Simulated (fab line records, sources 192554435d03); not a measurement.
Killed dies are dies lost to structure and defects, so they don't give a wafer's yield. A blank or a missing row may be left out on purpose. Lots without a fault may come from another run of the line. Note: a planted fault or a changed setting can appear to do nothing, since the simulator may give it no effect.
The tool behind it: which one? | flow n5Finfet | 23 lots, 69 wafers sampled, at 1 step of a route of 1938

WHAT EACH GAUGE READ, for each wafer
N5_BEOL_M0_SAQP_CD_MEAS_40 targets a cd of 30 nm. Usual: cdNm 30.13 nm, standard deviation 0.23.
lot  | measured     | on       | cdNm (nm)         | flag
L074 | day 5 15:38  | cdSem-01 | 30.24 30.37 30.16 | 
L076 | day 6 07:00  | cdSem-01 | 30.36 30.52 30.02 | 
L077 | day 6 10:13  | cdSem-01 | 30.16 30.20 30.44 | 
L078 | day 6 15:07  | cdSem-03 | 29.91 30.00 30.00 | 
L079 | day 6 22:29  | cdSem-01 | 30.51 30.52 30.25 | 
L080 | day 7 03:29  | cdSem-03 | 30.01 30.61 30.02 | 
L081 | day 7 10:33  | cdSem-02 | 30.16 30.35 30.08 | 
L082 | day 7 13:23  | cdSem-02 | 30.22 30.09 30.47 | 
L083 | day 7 21:49  | cdSem-01 | 30.14 30.22 30.37 | 
L084 | day 8 11:01  | cdSem-02 | 30.09 29.87 29.92 | 
L085 | day 8 17:49  | cdSem-02 | 30.24 30.36 30.09 | 
L086 | day 8 18:21  | cdSem-02 | 30.12 29.91 29.64 | 
L087 | day 8 23:00  | cdSem-02 | 29.57 30.24 29.90 | 
L088 | day 9 02:03  | cdSem-01 | 30.02 30.03 30.56 | 
L089 | day 9 11:18  | cdSem-01 | 30.24 29.78 29.84 | 
L090 | day 9 13:45  | cdSem-01 | 29.97 29.91 30.08 | 
L091 | day 10 00:40 | cdSem-01 | 30.20 30.31 30.27 | 
L092 | day 10 05:08 | cdSem-01 | 30.71 30.10 30.13 | 
L093 | day 10 07:53 | cdSem-02 | 29.97 30.55 30.28 | 
L095 | day 10 20:54 | cdSem-01 | 29.94 29.86 30.08 | 
L094 | day 11 01:01 | cdSem-02 | 29.79 30.27 30.25 | 
L096 | day 11 05:23 | cdSem-02 | 29.83 30.46 30.19 | 
L097 | day 11 07:23 | cdSem-02 | 29.90 29.87 29.68 | 

TOOL THAT RAN EACH LOT (tool first, then ch and the chambers of the sampled wafers, then the start)
The record shows no process step preceding these readings.

AS READ BY THE TOOLS THEMSELVES (means over the sampled wafers that have a number; for cases with no such wafer, the mark the record gives instead)
The record holds no such reading with a usual standard deviation.

THE ANSWER, worked out from the rows above alone
Rule: a lot is off if the mean of its wafers that have a number lies more than 3 standard deviations from the usual mean. Also off: a lot with no number at a reading for which 4 or more lots have one. All remaining lots with rows at the step are treated as sound. Order of review: gauges by route order, followed by the tools' own readings, for which a lot's mean as printed above is used. The first step at which some lot is off is used, and at that step the reading that is off furthest; a lot without a number counts as furthest.
No lot is off on any of the readings shown, so nothing can be concluded from this.

WHAT HAD BEEN PUT IN BY THE SIMULATOR
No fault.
